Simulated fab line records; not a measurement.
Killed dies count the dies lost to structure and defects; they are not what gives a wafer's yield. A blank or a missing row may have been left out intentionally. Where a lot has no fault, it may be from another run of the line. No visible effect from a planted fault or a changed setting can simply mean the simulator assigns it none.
What tool caused it? ; flow nand-harc ; 12 lots with 36 wafers sampled at 4 steps, on a route of 1159 steps

WHAT THE GAUGES SHOWED, per wafer
NHARC_END_SORT_01.
lot;measured;on;defect-limited-yield (%);killed-at-array;killed-at-other;killed-at-periphery;killed-dies;killed-open;killed-short;sort_bin_2_pct (%);sort_bin_3_pct (%);sort_bin_4_pct (%);sort-n-pass;sort-rim-yield-pct (%);sort-yield-pct (%)
L491;day 22 01:58;prober-02;0 0 0;672 675 673;1 0 1;4 2 3;677 677 677;4 5 2;2 2 1;96.8 96.8 96.9;0.44 0.15 0.30;2.8 3.1 2.8;0 0 0;0 0 0;0 0 0
L495;day 23 12:43;prober-01;0 0 0;666 666 671;3 5 1;8 6 5;677 677 677;4 3 3;2 2 2;95.6 94.8 95.7;1.18 0.44 0.15;3.2 4.7 4.1;0 0 0;0 0 0;0 0 0

EACH LOT AND THE TOOL THAT RAN IT (in order: tool; ch and the chambers of the sampled wafers; start)
lot;NHARC_A_M1_ETCH_35;NHARC_A_M1_ETCH_28;NHARC_A_M1_PVD_20
L486;rie-diel-12 ch 2,3, day 18 00:26;rie-diel-09 ch 1,3, day 18 00:58;pvd-sputter-02, no start
L488;rie-diel-12 ch 0,3, day 18 03:55;rie-diel-08 ch 1,2, day 18 04:28;pvd-sputter-03, no start
L493;rie-diel-12 ch 0,1, day 20 10:41;rie-diel-09 ch 2,3, day 20 11:14;pvd-sputter-01, no start
L491;rie-diel-12 ch 0,2,3, day 20 11:31;rie-diel-08 ch 1,3, day 20 12:02;pvd-sputter-02, day 22 01:58 or earlier
L495;rie-diel-09 ch 0,2,3, day 22 00:04;rie-diel-08 ch 0,1,3, day 22 00:37;pvd-sputter-01, day 23 12:43 or earlier
L500;rie-diel-08 ch 0,3, day 22 17:23;rie-diel-09 ch 0,2,3, day 22 18:00;pvd-sputter-03, no start
L499;rie-diel-09 ch 0,2, day 22 18:16;rie-diel-12 ch 0,1, day 22 18:49;pvd-sputter-02, no start
L501;rie-diel-08 ch 0,1,2, day 23 02:05;rie-diel-08 ch 0,1,3, day 23 02:36;pvd-sputter-01, no start
L503;rie-diel-12 ch 0,3, day 23 02:13;rie-diel-09 ch 0,2, day 23 02:48;pvd-sputter-01, no start
L502;rie-diel-08 ch 1,2,3, day 23 05:14;rie-diel-12 ch 0,1,3, day 23 05:46;pvd-sputter-03, no start
L505;rie-diel-08 ch 0,1,3, day 23 12:30;rie-diel-09 ch 0,2,3, day 23 13:02;pvd-sputter-03, no start
L504;rie-diel-08 ch 2,3, day 23 13:07;rie-diel-12 ch 0,1,2, day 23 13:40;pvd-sputter-01, no start
- NHARC_A_M1_ETCH_35: etches the open film in N2/H2, target depth 40 nm, overetch 12 nm, time 43.94 s.
- NHARC_A_M1_ETCH_28: etches the open film in CF4/N2, target depth 30 nm, time 72.99 s.
- NHARC_A_M1_PVD_20: deposits TaN, target thk 5 nm, time 8.06 s.

WHAT THE TOOLS THEMSELVES READ (means of the sampled wafers that have a number; where no wafer has one, the mark that the record gives instead)
NHARC_A_M1_ETCH_35.
lot;tool;bias-w (W);chamber-pressure-mTorr (mTorr);drypump-motor-current-A (A);h2-flow-sccm (sccm);oes-product-au (a.u.);rf-fwd-power-W (W);rf-vpp-V (V);showerhead-plenum-p-Torr (Torr);throttle-valve-pct (%)
L486;rie-diel-12;150.2;30.008;5.2;149.5;1.009;396.3;432.1;2.08;14.165
L488;rie-diel-12;149.8;30.010;5.5;150.0;1.003;394.2;433.4;2.14;14.171
L493;rie-diel-12;149.9;29.991;5.1;149.7;1.008;394.1;432.2;2.12;14.178
L491;rie-diel-12;150.1;30.003;5.3;149.8;1.010;395.7;432.7;2.11;14.182
L495;rie-diel-09;150.3;29.997;5.5;150.0;0.989;394.8;431.4;2.09;14.168
L500;rie-diel-08;150.1;29.987;5.8;149.7;0.990;394.6;431.2;2.05;14.175
L499;rie-diel-09;150.2;30.008;5.2;150.0;0.995;393.2;433.1;2.13;14.174
L501;rie-diel-08;150.4;29.985;5.8;149.8;0.996;395.1;428.7;1.97;14.177
L503;rie-diel-12;150.0;29.994;5.8;150.1;1.000;395.9;434.7;2.18;14.165
L502;rie-diel-08;150.1;29.987;5.7;150.2;0.995;396.6;428.8;1.97;14.175
L505;rie-diel-08;149.8;30.005;5.8;150.2;0.997;396.1;429.5;2.01;14.179
L504;rie-diel-08;150.1;29.974;5.7;149.5;0.986;394.5;428.8;1.98;14.168

NHARC_A_M1_ETCH_28.
lot;tool;bias-w (W);cf4-flow-sccm (sccm);drypump-motor-current-A (A);oes-product-au (a.u.);rf-fwd-power-W (W);rf-vpp-V (V);showerhead-plenum-p-Torr (Torr);throttle-valve-pct (%)
L486;rie-diel-09;100.2;49.97;6.1;0.993;297.0;314.0;2.61;19.788
L488;rie-diel-08;99.7;50.00;5.8;1.016;297.4;311.7;2.49;19.791
L493;rie-diel-09;-;-;-;-;-;-;-;-
L491;rie-diel-08;-;-;-;-;-;-;-;-
L495;rie-diel-08;-;-;-;-;-;-;-;-
L500;rie-diel-09;100.1;50.01;5.5;0.995;297.1;315.5;2.68;19.797
L499;rie-diel-12;100.5;49.93;5.1;1.005;296.9;316.8;2.72;19.788
L501;rie-diel-08;100.3;49.89;5.8;0.997;297.8;313.3;2.58;19.796
L503;rie-diel-09;100.2;49.97;5.2;1.005;296.4;315.5;2.69;19.792
L502;rie-diel-12;100.0;49.89;5.5;1.006;298.3;316.2;2.76;19.791
L505;rie-diel-09;100.4;50.08;5.5;1.003;296.9;314.9;2.68;19.795
L504;rie-diel-12;99.6;49.92;5.0;1.009;298.5;315.2;2.69;19.795

NHARC_A_M1_PVD_20.
lot;tool;substrate-temp-c (C);throttle-valve-pct (%)
L486;pvd-sputter-02;49.95;29.1
L488;pvd-sputter-03;49.96;29.6
L493;pvd-sputter-01;50.01;28.8
L491;pvd-sputter-02;50.01;29.7
L495;pvd-sputter-01;50.01;29.1
L500;pvd-sputter-03;50.08;30.1
L499;pvd-sputter-02;49.97;29.5
L501;pvd-sputter-01;49.99;29.5
L503;pvd-sputter-01;50.00;29.7
L502;pvd-sputter-03;49.89;30.0
L505;pvd-sputter-03;50.15;29.9
L504;pvd-sputter-01;50.18;28.6

THE ANSWER, worked out from the rows above alone
Rule: what is usual is taken from the lots themselves. Put in order of their means at a reading, lots are off if they are a third of the lots or fewer, leave a main group of 4 or more, and stand apart from it by a gap of 3 or more times the standard deviation of the main group's means; of several such gaps the widest counts. The tables above print the reading to a certain number of digits; a main group whose means all agree to those digits is not used. Also off: a lot with no number at a reading for which 4 or more lots have one. The other lots that the step has rows for count as sound. Order of review: gauges by route order, followed by the tools' own readings, for which a lot's mean as printed above is used. At the first step where some lot is off, the reading lying furthest off is the one used; lots without a number count as furthest.
Off, at NHARC_A_M1_ETCH_28 on bias-w: L493, L491, L495. Without a number there: L493, L491, L495. Main group: mean 100.1 W, sd 0.28.
If a tool, at that step or one of the process steps before it, ran each lot that is off and ran no sound lot following the first of them, it fits. No candidate that was tried fits.

WHAT WAS PUT IN BY THE SIMULATOR
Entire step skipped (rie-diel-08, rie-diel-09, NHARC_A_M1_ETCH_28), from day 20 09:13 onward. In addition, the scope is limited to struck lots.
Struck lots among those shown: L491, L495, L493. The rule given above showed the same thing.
